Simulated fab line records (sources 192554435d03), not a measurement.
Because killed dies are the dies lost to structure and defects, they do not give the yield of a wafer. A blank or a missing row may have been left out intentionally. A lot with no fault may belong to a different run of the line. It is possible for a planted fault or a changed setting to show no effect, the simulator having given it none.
The tool behind it: which one? / flow n5 finfet / 12 lots, 33 wafers sampled, at 5 steps of a route of 1938

== WHAT THE GAUGES READ, wafer by wafer ==
The record lacks any reading of a measuring or inspecting step that a usual standard deviation could be used to judge.

== EACH LOT AND THE TOOL THAT RAN IT (in order: tool; ch and the chambers of the sampled wafers; start) ==
lot=L752; N5_FIN_SAQP_ETCH_52=rie diel-04 ch 0,1,2, day 1 23:33; N5_FIN_SAQP_ETCH_65=rie si-06 ch 1,2,3, day 2 02:32; N5_FIN_SAQP_RECESS_63=vapor etch-01 ch 1, day 2 02:38; N5_FIN_SAQP_ETCH_69=rie diel-05 ch 0,2,3, day 2 03:05; N5_PASSIVATION_PROBE_49=prober-01, day 13 13:15
lot=L753; N5_FIN_SAQP_ETCH_52=rie diel-04 ch 0,1, day 2 04:40; N5_FIN_SAQP_ETCH_65=rie si-06 ch 2,3, day 2 06:44; N5_FIN_SAQP_RECESS_63=vapor etch-02 ch 0,1, day 2 06:58; N5_FIN_SAQP_ETCH_69=rie diel-01 ch 0,1,2, day 2 07:17; N5_PASSIVATION_PROBE_49=prober-01, day 14 07:01
lot=L754; N5_FIN_SAQP_ETCH_52=rie diel-01 ch 0,1, day 2 09:56; N5_FIN_SAQP_ETCH_65=rie si-01 ch 2,3, day 2 12:01; N5_FIN_SAQP_RECESS_63=vapor etch-01 ch 1, day 2 12:14; N5_FIN_SAQP_ETCH_69=rie diel-04 ch 1, day 2 12:34; N5_PASSIVATION_PROBE_49=prober-01, day 15 02:25
lot=L755; N5_FIN_SAQP_ETCH_52=rie diel-04 ch 0,1,2, day 2 16:25; N5_FIN_SAQP_ETCH_65=rie si-01 ch 0,2,3, day 2 19:40; N5_FIN_SAQP_RECESS_63=vapor etch-02 ch 0, day 2 19:47; N5_FIN_SAQP_ETCH_69=rie diel-01 ch 0,1,2, day 2 20:16; N5_PASSIVATION_PROBE_49=prober-01, day 15 01:12
lot=L757; N5_FIN_SAQP_ETCH_52=rie diel-01 ch 0,2, day 3 04:17; N5_FIN_SAQP_ETCH_65=rie si-01 ch 0,3, day 3 07:08; N5_FIN_SAQP_RECESS_63=vapor etch-01 ch 0,1, day 3 07:15; N5_FIN_SAQP_ETCH_69=rie diel-04 ch 1,2, day 3 07:43; N5_PASSIVATION_PROBE_49=prober-01, day 15 08:18
lot=L758; N5_FIN_SAQP_ETCH_52=rie diel-01 ch 1,3, day 3 09:43; N5_FIN_SAQP_ETCH_65=rie si-06 ch 0,3, day 3 11:56; N5_FIN_SAQP_RECESS_63=vapor etch-02 ch 0,1, day 3 12:04; N5_FIN_SAQP_ETCH_69=rie diel-05 ch 0,1,3, day 3 12:35; N5_PASSIVATION_PROBE_49=prober-01, day 16 02:46
lot=L760; N5_FIN_SAQP_ETCH_52=rie diel-01 ch 1,2, day 3 22:40; N5_FIN_SAQP_ETCH_65=rie si-06 ch 1,2,3, day 4 01:02; N5_FIN_SAQP_RECESS_63=vapor etch-01 ch 0, day 4 01:08; N5_FIN_SAQP_ETCH_69=rie diel-01 ch 0,1,2, day 4 01:37; N5_PASSIVATION_PROBE_49=prober-02, day 15 12:12
lot=L761; N5_FIN_SAQP_ETCH_52=rie diel-05 ch 0,3, day 4 05:50; N5_FIN_SAQP_ETCH_65=rie si-01 ch 1, day 4 08:04; N5_FIN_SAQP_RECESS_63=vapor etch-02 ch 0,1, day 4 08:11; N5_FIN_SAQP_ETCH_69=rie diel-04 ch 0,2, day 4 08:38; N5_PASSIVATION_PROBE_49=prober-02, day 15 11:22
lot=L762; N5_FIN_SAQP_ETCH_52=rie diel-04 ch 0,2, day 4 10:31; N5_FIN_SAQP_ETCH_65=rie si-06 ch 0,2,3, day 4 12:35; N5_FIN_SAQP_RECESS_63=vapor etch-02 ch 0,1, day 4 12:41; N5_FIN_SAQP_ETCH_69=rie diel-05 ch 0,3, day 4 13:08; N5_PASSIVATION_PROBE_49=prober-01, day 16 15:36
lot=L763; N5_FIN_SAQP_ETCH_52=rie diel-05 ch 0,2,3, day 4 15:59; N5_FIN_SAQP_ETCH_65=rie si-01 ch 1,2,3, day 4 18:10; N5_FIN_SAQP_RECESS_63=vapor etch-01 ch 0,1, day 4 18:16; N5_FIN_SAQP_ETCH_69=rie diel-01 ch 1,2,3, day 4 18:44; N5_PASSIVATION_PROBE_49=prober-01, day 17 04:41
lot=L768; N5_FIN_SAQP_ETCH_52=rie diel-04 ch 0,1, day 5 21:41; N5_FIN_SAQP_ETCH_65=rie si-06 ch 1, day 5 23:47; N5_FIN_SAQP_RECESS_63=vapor etch-02 ch 1, day 6 00:01; N5_FIN_SAQP_ETCH_69=rie diel-04 ch 1, day 6 00:21; N5_PASSIVATION_PROBE_49=prober-01, day 20 14:26
lot=L769; N5_FIN_SAQP_ETCH_52=rie diel-04 ch 0,1,3, day 6 04:46; N5_FIN_SAQP_ETCH_65=rie si-06 ch 0,2, day 6 07:17; N5_FIN_SAQP_RECESS_63=vapor etch-02 ch 0,1, day 6 07:24; N5_FIN_SAQP_ETCH_69=rie diel-05 ch 0,1, day 6 08:10; N5_PASSIVATION_PROBE_49=prober-01, day 18 12:02
- N5_FIN_SAQP_ETCH_52: etches SOC in N2/H2, target depth 100 nm, overetch 20 nm, time 150 s.
- N5_FIN_SAQP_ETCH_65: etches SiO2 in CF4, target depth 4 nm, time 4.4 s.
- N5_FIN_SAQP_RECESS_63: chemistry HF/NH3, target SiO2, target depth 18 nm, afs cycles 3, sublimation time 60 s.
- N5_FIN_SAQP_ETCH_69: etches SOC in N2/H2, stops on SiNx, target depth 150 nm.
- N5_PASSIVATION_PROBE_49

== AS READ BY THE TOOLS THEMSELVES (means over the sampled wafers that have a number; for cases with no such wafer, the mark the record gives instead) ==
N5_FIN_SAQP_ETCH_52.
lot=L752; tool=rie diel-04; drypump motor current A (A)=5.8; oes product au (a.u.)=0.69; rf vpp V (V)=524.2; showerhead plenum p Torr (Torr)=2.55; throttle valve pct (%)=17.91
lot=L753; tool=rie diel-04; drypump motor current A (A)=6.0; oes product au (a.u.)=0.71; rf vpp V (V)=522.4; showerhead plenum p Torr (Torr)=2.50; throttle valve pct (%)=17.82
lot=L754; tool=rie diel-01; drypump motor current A (A)=6.0; oes product au (a.u.)=0.70; rf vpp V (V)=526.2; showerhead plenum p Torr (Torr)=2.67; throttle valve pct (%)=17.73
lot=L755; tool=rie diel-04; drypump motor current A (A)=5.8; oes product au (a.u.)=0.68; rf vpp V (V)=523.4; showerhead plenum p Torr (Torr)=2.54; throttle valve pct (%)=17.92
lot=L757; tool=rie diel-01; drypump motor current A (A)=5.5; oes product au (a.u.)=0.66; rf vpp V (V)=525.2; showerhead plenum p Torr (Torr)=2.58; throttle valve pct (%)=18.10
lot=L758; tool=rie diel-01; drypump motor current A (A)=5.3; oes product au (a.u.)=0.75; rf vpp V (V)=523.0; showerhead plenum p Torr (Torr)=2.52; throttle valve pct (%)=17.65
lot=L760; tool=rie diel-01; drypump motor current A (A)=5.3; oes product au (a.u.)=0.70; rf vpp V (V)=525.0; showerhead plenum p Torr (Torr)=2.61; throttle valve pct (%)=18.05
lot=L761; tool=rie diel-05; drypump motor current A (A)=5.3; oes product au (a.u.)=0.67; rf vpp V (V)=520.2; showerhead plenum p Torr (Torr)=2.41; throttle valve pct (%)=17.60
lot=L762; tool=rie diel-04; drypump motor current A (A)=5.7; oes product au (a.u.)=0.77; rf vpp V (V)=524.6; showerhead plenum p Torr (Torr)=2.59; throttle valve pct (%)=17.63
lot=L763; tool=rie diel-05; drypump motor current A (A)=5.3; oes product au (a.u.)=0.66; rf vpp V (V)=522.4; showerhead plenum p Torr (Torr)=2.47; throttle valve pct (%)=17.60
lot=L768; tool=rie diel-04; drypump motor current A (A)=5.9; oes product au (a.u.)=0.69; rf vpp V (V)=524.2; showerhead plenum p Torr (Torr)=2.50; throttle valve pct (%)=17.80
lot=L769; tool=rie diel-04; drypump motor current A (A)=5.8; oes product au (a.u.)=0.69; rf vpp V (V)=522.4; showerhead plenum p Torr (Torr)=2.48; throttle valve pct (%)=17.77

N5_FIN_SAQP_ETCH_65.
lot=L752; tool=rie si-06; drypump motor current A (A)=5.34; oes product au (a.u.)=0.997; throttle valve pct (%)=21.89
lot=L753; tool=rie si-06; drypump motor current A (A)=5.38; oes product au (a.u.)=1.003; throttle valve pct (%)=22.01
lot=L754; tool=rie si-01; drypump motor current A (A)=5.21; oes product au (a.u.)=0.974; throttle valve pct (%)=21.85
lot=L755; tool=rie si-01; drypump motor current A (A)=5.44; oes product au (a.u.)=0.996; throttle valve pct (%)=21.87
lot=L757; tool=rie si-01; drypump motor current A (A)=5.76; oes product au (a.u.)=1.009; throttle valve pct (%)=21.92
lot=L758; tool=rie si-06; drypump motor current A (A)=5.52; oes product au (a.u.)=1.002; throttle valve pct (%)=21.97
lot=L760; tool=rie si-06; drypump motor current A (A)=5.31; oes product au (a.u.)=0.999; throttle valve pct (%)=21.89
lot=L761; tool=rie si-01; drypump motor current A (A)=5.04; oes product au (a.u.)=1.013; throttle valve pct (%)=21.77
lot=L762; tool=rie si-06; drypump motor current A (A)=5.40; oes product au (a.u.)=1.000; throttle valve pct (%)=21.85
lot=L763; tool=rie si-01; drypump motor current A (A)=5.15; oes product au (a.u.)=0.987; throttle valve pct (%)=21.83
lot=L768; tool=rie si-06; drypump motor current A (A)=5.36; oes product au (a.u.)=0.907; throttle valve pct (%)=21.75
lot=L769; tool=rie si-06; drypump motor current A (A)=5.23; oes product au (a.u.)=0.855; throttle valve pct (%)=21.66

N5_FIN_SAQP_RECESS_63.
lot=L752; tool=vapor etch-01; drypump motor current A (A)=5.9
lot=L753; tool=vapor etch-02; drypump motor current A (A)=5.3
lot=L754; tool=vapor etch-01; drypump motor current A (A)=5.9
lot=L755; tool=vapor etch-02; drypump motor current A (A)=5.6
lot=L757; tool=vapor etch-01; drypump motor current A (A)=6.0
lot=L758; tool=vapor etch-02; drypump motor current A (A)=5.3
lot=L760; tool=vapor etch-01; drypump motor current A (A)=6.0
lot=L761; tool=vapor etch-02; drypump motor current A (A)=5.3
lot=L762; tool=vapor etch-02; drypump motor current A (A)=5.4
lot=L763; tool=vapor etch-01; drypump motor current A (A)=5.9
lot=L768; tool=vapor etch-02; drypump motor current A (A)=5.1
lot=L769; tool=vapor etch-02; drypump motor current A (A)=5.4

N5_FIN_SAQP_ETCH_69.
lot=L752; tool=rie diel-05; drypump motor current A (A)=5.3; oes product au (a.u.)=0.74; rf vpp V (V)=240.4; showerhead plenum p Torr (Torr)=2.48; throttle valve pct (%)=17.56
lot=L753; tool=rie diel-01; drypump motor current A (A)=5.7; oes product au (a.u.)=0.77; rf vpp V (V)=241.3; showerhead plenum p Torr (Torr)=2.63; throttle valve pct (%)=17.87
lot=L754; tool=rie diel-04; drypump motor current A (A)=6.1; oes product au (a.u.)=0.77; rf vpp V (V)=239.2; showerhead plenum p Torr (Torr)=2.45; throttle valve pct (%)=17.96
lot=L755; tool=rie diel-01; drypump motor current A (A)=5.7; oes product au (a.u.)=0.77; rf vpp V (V)=241.7; showerhead plenum p Torr (Torr)=2.63; throttle valve pct (%)=17.89
lot=L757; tool=rie diel-04; drypump motor current A (A)=5.8; oes product au (a.u.)=0.71; rf vpp V (V)=241.0; showerhead plenum p Torr (Torr)=2.55; throttle valve pct (%)=18.18
lot=L758; tool=rie diel-05; drypump motor current A (A)=5.6; oes product au (a.u.)=0.76; rf vpp V (V)=240.3; showerhead plenum p Torr (Torr)=2.45; throttle valve pct (%)=17.70
lot=L760; tool=rie diel-01; drypump motor current A (A)=5.7; oes product au (a.u.)=0.75; rf vpp V (V)=241.8; showerhead plenum p Torr (Torr)=2.63; throttle valve pct (%)=17.90
lot=L761; tool=rie diel-04; drypump motor current A (A)=5.7; oes product au (a.u.)=0.88; rf vpp V (V)=241.8; showerhead plenum p Torr (Torr)=2.59; throttle valve pct (%)=17.66
lot=L762; tool=rie diel-05; drypump motor current A (A)=5.3; oes product au (a.u.)=0.71; rf vpp V (V)=239.2; showerhead plenum p Torr (Torr)=2.40; throttle valve pct (%)=17.56
lot=L763; tool=rie diel-01; drypump motor current A (A)=5.3; oes product au (a.u.)=0.78; rf vpp V (V)=240.8; showerhead plenum p Torr (Torr)=2.57; throttle valve pct (%)=17.85
lot=L768; tool=rie diel-04; drypump motor current A (A)=6.2; oes product au (a.u.)=0.73; rf vpp V (V)=239.3; showerhead plenum p Torr (Torr)=2.44; throttle valve pct (%)=18.02
lot=L769; tool=rie diel-05; drypump motor current A (A)=5.8; oes product au (a.u.)=0.77; rf vpp V (V)=240.0; showerhead plenum p Torr (Torr)=2.50; throttle valve pct (%)=17.88

N5_PASSIVATION_PROBE_49.
lot=L752; tool=prober-01; killed_at_M0_to_M3=41; killed_at_M4_up=20; killed at contacts=16; killed at front end=24; killed at other=2; killed dies=103; killed open=68; killed short=34
lot=L753; tool=prober-01; killed_at_M0_to_M3=38; killed_at_M4_up=19; killed at contacts=16; killed at front end=50; killed at other=5; killed dies=128; killed open=85; killed short=39
lot=L754; tool=prober-01; killed_at_M0_to_M3=23; killed_at_M4_up=10; killed at contacts=10; killed at front end=24; killed at other=4; killed dies=72; killed open=48; killed short=24
lot=L755; tool=prober-01; killed_at_M0_to_M3=35; killed_at_M4_up=17; killed at contacts=5; killed at front end=34; killed at other=1; killed dies=93; killed open=55; killed short=36
lot=L757; tool=prober-01; killed_at_M0_to_M3=45; killed_at_M4_up=19; killed at contacts=22; killed at front end=34; killed at other=3; killed dies=124; killed open=86; killed short=34
lot=L758; tool=prober-01; killed_at_M0_to_M3=36; killed_at_M4_up=11; killed at contacts=20; killed at front end=54; killed at other=3; killed dies=123; killed open=82; killed short=41
lot=L760; tool=prober-02; killed_at_M0_to_M3=51; killed_at_M4_up=24; killed at contacts=16; killed at front end=40; killed at other=7; killed dies=138; killed open=94; killed short=42
lot=L761; tool=prober-02; killed_at_M0_to_M3=34; killed_at_M4_up=16; killed at contacts=10; killed at front end=42; killed at other=4; killed dies=104; killed open=72; killed short=30
lot=L762; tool=prober-01; killed_at_M0_to_M3=31; killed_at_M4_up=14; killed at contacts=8; killed at front end=39; killed at other=2; killed dies=94; killed open=58; killed short=35
lot=L763; tool=prober-01; killed_at_M0_to_M3=37; killed_at_M4_up=14; killed at contacts=11; killed at front end=33; killed at other=1; killed dies=96; killed open=62; killed short=33
lot=L768; tool=prober-01; killed_at_M0_to_M3=24; killed_at_M4_up=10; killed at contacts=8; killed at front end=48; killed at other=8; killed dies=100; killed open=69; killed short=29
lot=L769; tool=prober-01; killed_at_M0_to_M3=30; killed_at_M4_up=14; killed at contacts=8; killed at front end=32; killed at other=12; killed dies=96; killed open=57; killed short=33

== THE ANSWER, worked out from the rows above alone ==
Rule: the usual values come from the lots themselves. The widest of any qualifying gaps counts: lots, ordered by their means at a reading, are off when they make up no more than a third of the lots, leave a main group of 4 or more, and stand apart from it by 3 or more times the standard deviation of that group's means. The tables above print the reading to a certain number of digits; a main group whose means all agree to those digits is not used. Also off: a lot with no number at a reading for which 4 or more lots have one. The other lots that the step has rows for count as sound. Order of review: gauges by route order, followed by the tools' own readings, for which a lot's mean as printed above is used. At the first step where some lot is off, the reading lying furthest off is the one used; lots without a number count as furthest.
Off: L768, L769, at N5_FIN_SAQP_ETCH_65 (oes product au). The main group: mean 0.998 a.u., standard deviation 0.01.
If a tool, at that step or one of the process steps before it, ran each lot that is off and ran no sound lot following the first of them, it fits. Can't be told from this: 2 tools fit, rie diel-04 at N5_FIN_SAQP_ETCH_52, rie si-06 at N5_FIN_SAQP_ETCH_65.

== WHAT THE SIMULATOR HAD PUT IN ==
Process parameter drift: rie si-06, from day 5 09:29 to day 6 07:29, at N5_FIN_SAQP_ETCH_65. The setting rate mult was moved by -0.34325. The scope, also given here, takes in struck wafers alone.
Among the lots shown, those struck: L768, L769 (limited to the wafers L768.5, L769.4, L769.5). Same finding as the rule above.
